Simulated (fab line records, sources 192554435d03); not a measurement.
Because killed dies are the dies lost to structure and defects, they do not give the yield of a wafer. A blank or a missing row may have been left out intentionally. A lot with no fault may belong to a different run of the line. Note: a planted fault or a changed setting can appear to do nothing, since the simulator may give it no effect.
The tool behind it: which one?    flow n5_finfet    route of 1938 steps, sampled at 1 step: 12 lots, 36 wafers

## WHAT EACH GAUGE READ, for each wafer
N5_BEOL_M12_CD_MEAS_10: target cd 140 nm.
lot   measured      on         cd_nm (nm)
L074  day 11 10:14  cd_sem-02  138.6 138.4 142.8
L077  day 12 01:01  cd_sem-03  141.3 144.1 139.1
L079  day 12 02:36  cd_sem-03  142.1 144.2 140.7
L080  day 12 18:37  cd_sem-01  139.8 138.3 138.5
L083  day 13 04:47  cd_sem-03  141.0 141.7 141.9
L085  day 13 15:19  cd_sem-02  138.9 139.8 136.4
L089  day 14 21:49  cd_sem-03  139.1 138.2 143.4
L086  day 15 00:28  cd_sem-01  140.5 140.0 138.5
L091  day 16 11:54  cd_sem-03  137.7 140.7 136.9
L093  day 16 16:59  cd_sem-01  142.3 142.0 140.6
L095  day 17 19:36  cd_sem-03  139.1 138.7 140.3
L097  day 17 21:00  cd_sem-01  140.2 143.7 139.6

## EACH LOT AND THE TOOL THAT RAN IT (in order: tool; ch and the chambers of the sampled wafers; start)
Record: no process step prior to these readings.

## THE ANSWER, worked out from the rows above alone
Rule: the usual values come from the lots themselves. The widest of any qualifying gaps counts: lots, ordered by their means at a reading, are off when they make up no more than a third of the lots, leave a main group of 4 or more, and stand apart from it by 3 or more times the standard deviation of that group's means. Not used: any main group whose means are identical at the precision the tables above print for the reading. Also off: a lot with no number at a reading for which 4 or more lots have one. Any other lot the step has rows for is counted as sound.
None of the lots is off at any reading shown; this tells nothing.

## WHAT HAD BEEN PUT IN BY THE SIMULATOR
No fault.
